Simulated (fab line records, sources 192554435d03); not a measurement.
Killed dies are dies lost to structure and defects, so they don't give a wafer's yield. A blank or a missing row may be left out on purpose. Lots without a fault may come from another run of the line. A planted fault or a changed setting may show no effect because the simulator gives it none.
Split-lot experiment | flow n5_finfet | 7 lots, 21 wafers read, on a route of 1938 steps

THE SPLIT
At N5_MOL_CONTACT_COAG_COAT_76 (time 60 s, resist thk 10 nm), the setting spin_rpm was moved away from the recipe's 1500 rpm on 6 of the 21 wafers read, by -8.5% to +5.9%. The other wafers ran this setting at the recipe's value.

The reading is taken at the split's own step.

THE READING
SiARC_of_MOL_CONTACT_COAG_COAT_76.thk_nm (the simulator's own value, which no gauge read), in nm, at N5_MOL_CONTACT_COAG_COAT_76 (time 60 s, resist thk 10 nm). The file gives no usual value for it.

wafer  | tool, chamber at the split | spin_rpm as run, rpm | against the recipe | SiARC_of_MOL_CONTACT_COAG_COAT_76.thk_nm, nm | against lot-mates on the recipe
L076.1 | litho_track-04, 0          | 1500                 | recipe             | 10                                           | -
L076.3 | litho_track-04, 0          | 1588                 | +5.9%              | 9.8                                          | -0.2
L076.5 | litho_track-04, 0          | 1588                 | +5.9%              | 9.8                                          | -0.2
L080.1 | litho_track-05, 0          | 1500                 | recipe             | 10                                           | -
L080.3 | litho_track-05, 0          | 1500                 | recipe             | 10                                           | -
L080.6 | litho_track-05, 0          | 1500                 | recipe             | 10                                           | -
L081.3 | litho_track-01, 0          | 1500                 | recipe             | 10                                           | -
L081.4 | litho_track-01, 0          | 1500                 | recipe             | 10                                           | -
L081.6 | litho_track-01, 0          | 1391                 | -7.3%              | 10.4                                         | +0.4
L083.2 | litho_track-04, 0          | 1500                 | recipe             | 10                                           | -
L083.4 | litho_track-04, 0          | 1500                 | recipe             | 10                                           | -
L083.5 | litho_track-04, 0          | 1500                 | recipe             | 10                                           | -
L095.1 | litho_track-01, 0          | 1500                 | recipe             | 10                                           | -
L095.3 | litho_track-01, 0          | 1500                 | recipe             | 10                                           | -
L095.4 | litho_track-01, 0          | 1500                 | recipe             | 10                                           | -
L096.2 | litho_track-05, 0          | 1372                 | -8.5%              | 10.4                                         | +0.4
L096.4 | litho_track-05, 0          | 1372                 | -8.5%              | 10.4                                         | +0.4
L096.6 | litho_track-05, 0          | 1500                 | recipe             | 10                                           | -
L097.1 | litho_track-04, 0          | 1500                 | recipe             | 10                                           | -
L097.6 | litho_track-04, 0          | 1500                 | recipe             | 10                                           | -
L097.3 | litho_track-04, 0          | 1559                 | +3.9%              | 9.8                                          | -0.2

THE FIT
A straight line over all 21 wafers: SiARC_of_MOL_CONTACT_COAG_COAT_76.thk_nm changes by -0.0452 nm for each +1% of spin_rpm; r = -0.99; the points scatter about the line by 0.026 nm.
The same after taking each lot's own level away (the mean of its wafers on the recipe; 21 wafers): -0.0452 nm for each +1%; r = -0.99; scatter 0.026 nm.
On that fit, the largest move of spin_rpm shifts the reading by 0.39 nm.
The lots' own levels span 10.00 to 10.00 nm.
So the lot-to-lot level changes the slope little: the two slopes agree.
Check: with one of the wafers moved furthest among these (-8.5%) left out of the fit, the line predicts +0.394 nm for it against its lot-mates. It came out at +0.4 nm against them.

OTHER SPLITS ON THESE WAFERS
These wafers also went through other splits before the reading. Each is held against what the fit with the lots' levels taken away leaves over:
other split on the same wafers               | wafers away from the commonest value | r with SiARC_of_MOL_CONTACT_COAG_COAT_76.thk_nm (lot level and that fit taken away)
N5_SD_EPI_N_EXPOSE_06 dose_mj                | 9                                    | -0.45
N5_SD_EPI_N_DESCUM_14 time_s                 | 6                                    | +0.01
N5_HKMG_FIN_ETCH_55 time_s                   | 5                                    | +0.09
N5_HKMG_FIN_CVD_62 temp_c                    | 5                                    | -0.15
N5_HKMG_FIN_COAT_85 spin_rpm                 | 10                                   | -0.08
N5_MOL_CONTACT_COAG_CONTACT_ETCH_14 source_w | 5                                    | +0.09

THE FILE'S OWN FIT
SiARC_of_MOL_CONTACT_COAG_COAT_76.thk_nm changes by -0.0472 nm for each +1% of spin_rpm, r = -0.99.
